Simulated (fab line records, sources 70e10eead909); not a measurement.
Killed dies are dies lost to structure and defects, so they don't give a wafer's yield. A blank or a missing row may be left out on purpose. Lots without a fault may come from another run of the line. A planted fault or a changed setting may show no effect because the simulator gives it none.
Which tool did it? | flow nand_harc | 13 lots, 39 wafers sampled, at 5 steps of a route of 1302

WHAT THE GAUGES READ, wafer by wafer
NHARC_A_SGD_CUT_INSPECT_25. Usual: raw_defect_count 374, standard deviation 97.
lot  | measured     | on                | raw_defect_count | flag
L876 | day 20 07:37 | defect_inspect-01 | 433 565 472      |
L877 | day 20 10:50 | defect_inspect-02 | 319 321 316      |
L879 | day 20 10:50 | defect_inspect-01 | 255 337 273      |
L878 | day 20 18:12 | defect_inspect-02 | 331 383 327      |
L880 | day 21 01:43 | defect_inspect-02 | 430 296 385      |
L886 | day 23 16:21 | defect_inspect-01 | 398 354 470      |
L891 | day 25 03:28 | defect_inspect-01 | 414 235 376      |
L889 | day 25 04:00 | defect_inspect-01 | 279 317 331      |
L893 | day 26 09:10 | defect_inspect-01 | 288 374 355      |
L895 | day 27 14:10 | defect_inspect-01 | 355 316 335      |
L897 | day 28 17:02 | defect_inspect-01 | 418 289 251      |
L898 | day 28 17:04 | defect_inspect-02 | 320 298 249      |
L899 | day 29 03:01 | defect_inspect-01 | 263 265 264      |

NHARC_A_CONTACT_INSPECT_44. Usual: raw_defect_count 84, standard deviation 30.
lot  | measured     | on                | raw_defect_count | flag
L876 | day 22 04:26 | defect_inspect-02 | 53 52 54         |
L877 | day 22 04:47 | defect_inspect-01 | 88 100 113       |
L879 | day 22 08:48 | defect_inspect-02 | 12 17 18         |
L878 | day 22 18:02 | defect_inspect-01 | 110 125 116      |
L880 | day 22 22:16 | defect_inspect-01 | 103 110 116      |
L886 | day 25 13:04 | defect_inspect-02 | 78 79 90         |
L891 | day 27 00:01 | defect_inspect-02 | 75 84 75         |
L889 | day 27 04:40 | defect_inspect-01 | 103 93           |
L893 | day 28 08:37 | defect_inspect-01 | 95 105 90        |
L895 | day 29 11:20 | defect_inspect-01 | 62 70 66         |
L897 | day 30 13:54 | defect_inspect-01 | 15 11 18         |
L898 | day 30 14:04 | defect_inspect-01 | 51 52 54         |
L899 | day 31 03:53 | defect_inspect-02 | 89 76 74         |

NHARC_END_SORT_01. Usual: killed_at_array 52, standard deviation 16; killed_at_other 0.8, standard deviation 0.98; killed_at_periphery 4.2, standard deviation 2.9; killed_dies 57, standard deviation 16; killed_open 3.3, standard deviation 1.9; killed_short 2.5, standard deviation 1.5.
lot  | measured     | on        | killed_at_array | killed_at_other | killed_at_periphery | killed_dies | killed_open | killed_short | flag
L889 | day 30 07:37 | prober-01 | 54 64 671       | 1 1 1           | 4 6 5               | 59 71 677   | 1 6 5       | 1 3 4        | OFF

WHICH TOOL RAN EACH LOT (tool, then ch and the chambers of the sampled wafers, then the start)
lot  | NHARC_A_WL_FILL_ALD_19              | NHARC_A_CONTACT_DESCUM_47
L876 | ald_metal-02 ch 0,1, day 21 21:55   | rie_diel-07 ch 0,1,3, day 22 04:31
L877 | ald_metal-01 ch 0,1,2, day 21 21:55 | rie_diel-13 ch 2,3, day 22 04:51
L879 | ald_metal-02 ch 2,3, day 22 00:56   | rie_diel-07 ch 0,1,3, day 22 08:52
L878 | ald_metal-01 ch 0,2,3, day 22 09:44 | rie_diel-07 ch 0,2,3, day 22 18:06
L880 | ald_metal-04 ch 0,1,3, day 22 12:55 | rie_diel-07 ch 0,1,3, day 22 22:20
L886 | ald_metal-04 ch 1,3, day 25 04:56   | rie_diel-13 ch 1,2,3, day 25 13:08
L891 | ald_metal-01 ch 0,2,3, day 26 14:42 | rie_diel-07 ch 1,2,3, day 27 00:05
L889 | ald_metal-04 ch 0,1,3, day 26 19:52 | rie_diel-07 ch 0,1, day 27 04:43
L893 | ald_metal-02 ch 0,2, day 28 01:30   | rie_diel-13 ch 0,1, day 28 08:41
L895 | ald_metal-01 ch 0,1,2, day 29 01:05 | rie_diel-07 ch 0,1,2, day 29 11:24
L897 | ald_metal-02 ch 0,1,3, day 30 07:12 | rie_diel-07 ch 0,2,3, day 30 13:58
L898 | ald_metal-01 ch 0,1,2, day 30 07:15 | rie_diel-13 ch 2,3, day 30 14:07
L899 | ald_metal-01 ch 1,2,3, day 30 20:17 | rie_diel-04 ch 1,2,3, day 31 03:58
- NHARC_A_WL_FILL_ALD_19: deposits TiN, target thk 2 nm, pulse time 3 s, ald cycles 100.
- NHARC_A_CONTACT_DESCUM_47: chemistry O2, time 3 s.

WHAT THE TOOLS THEMSELVES READ (means of the sampled wafers that have a number; where no wafer has one, the mark that the record gives instead)
NHARC_A_WL_FILL_ALD_19. Usual: heater_power_w 1070 W, standard deviation 87; precursor_pulse_height_rel 0.998, standard deviation 0.022.
lot  | tool         | heater_power_w (W) | precursor_pulse_height_rel | flag
L876 | ald_metal-02 | 979                | 1.017                      |
L877 | ald_metal-01 | 1112               | 1.005                      |
L879 | ald_metal-02 | 1163               | 1.013                      |
L878 | ald_metal-01 | 1102               | 1.019                      |
L880 | ald_metal-04 | 1040               | 0.997                      |
L886 | ald_metal-04 | 1003               | 0.990                      |
L891 | ald_metal-01 | 1098               | 1.017                      |
L889 | ald_metal-04 | 1040               | 0.998                      |
L893 | ald_metal-02 | 946                | 0.993                      |
L895 | ald_metal-01 | 1133               | 1.013                      |
L897 | ald_metal-02 | 1038               | 0.987                      |
L898 | ald_metal-01 | 1125               | 1.001                      |
L899 | ald_metal-01 | 1114               | 1.003                      |

NHARC_A_CONTACT_DESCUM_47. Usual: drypump_motor_current_A 5.4 A, standard deviation 0.54; oes_product_au 1.006 a.u., standard deviation 0.012; rf_vpp_V 57.7 V, standard deviation 0.97; showerhead_plenum_p_Torr 1.89 Torr, standard deviation 0.083; throttle_valve_pct 11.312 %, standard deviation 0.0084.
lot  | tool        | drypump_motor_current_A (A) | oes_product_au (a.u.) | rf_vpp_V (V) | showerhead_plenum_p_Torr (Torr) | throttle_valve_pct (%) | flag
L876 | rie_diel-07 | 5.2                         | 0.997                 | 58.5         | 1.88                            | 11.306                 |
L877 | rie_diel-13 | 6.1                         | 1.002                 | 58.0         | 1.86                            | 11.311                 |
L879 | rie_diel-07 | 5.2                         | 0.996                 | 57.1         | 1.88                            | 11.303                 |
L878 | rie_diel-07 | 5.1                         | 1.014                 | 57.3         | 1.93                            | 11.308                 |
L880 | rie_diel-07 | 5.2                         | 0.996                 | 57.6         | 1.88                            | 11.312                 |
L886 | rie_diel-13 | 5.8                         | 1.000                 | 57.8         | 1.85                            | 11.313                 |
L891 | rie_diel-07 | 5.4                         | 1.005                 | 57.9         | 1.85                            | 11.309                 |
L889 | rie_diel-07 | 5.3                         | 1.010                 | 57.1         | 1.88                            | 11.313                 |
L893 | rie_diel-13 | 5.8                         | 0.995                 | 57.3         | 1.82                            | 11.302                 |
L895 | rie_diel-07 | 5.3                         | 0.998                 | 58.0         | 1.99                            | 11.308                 |
L897 | rie_diel-07 | 5.1                         | 1.002                 | 56.7         | 1.92                            | 11.316                 |
L898 | rie_diel-13 | 5.6                         | 1.021                 | 57.2         | 1.81                            | 11.320                 |
L899 | rie_diel-04 | 5.7                         | 0.997                 | 57.6         | 1.90                            | 11.321                 |

THE ANSWER, worked out from the rows above alone
Rule: a lot is off if the mean of its wafers that have a number lies more than 3 standard deviations from the usual mean. A lot without any number at a reading at which 4 lots or more have one is off too. The other lots that the step has rows for count as sound. The gauges are gone through in route order, then the tools' own readings, and for those a lot's mean is taken as printed above. The first step at which some lot is off is used, and at that step the reading that is off furthest; a lot without a number counts as furthest.
Off: L889, at NHARC_END_SORT_01 (killed_dies). Neither off nor sound, because the step has no rows for them: L876, L877, L879, L878, L880, L886, L891, L893, L895, L897, L898, L899.
A tool fits if, at a process step before that reading, it ran every lot that is off, and no sound lot after the first of them. The gauges at NHARC_END_SORT_01 are tried like those tools. Can't be told from this: 3 tools fit, ald_metal-04 at NHARC_A_WL_FILL_ALD_19, rie_diel-07 at NHARC_A_CONTACT_DESCUM_47, prober-01 at NHARC_END_SORT_01.

WHAT THE SIMULATOR HAD PUT IN
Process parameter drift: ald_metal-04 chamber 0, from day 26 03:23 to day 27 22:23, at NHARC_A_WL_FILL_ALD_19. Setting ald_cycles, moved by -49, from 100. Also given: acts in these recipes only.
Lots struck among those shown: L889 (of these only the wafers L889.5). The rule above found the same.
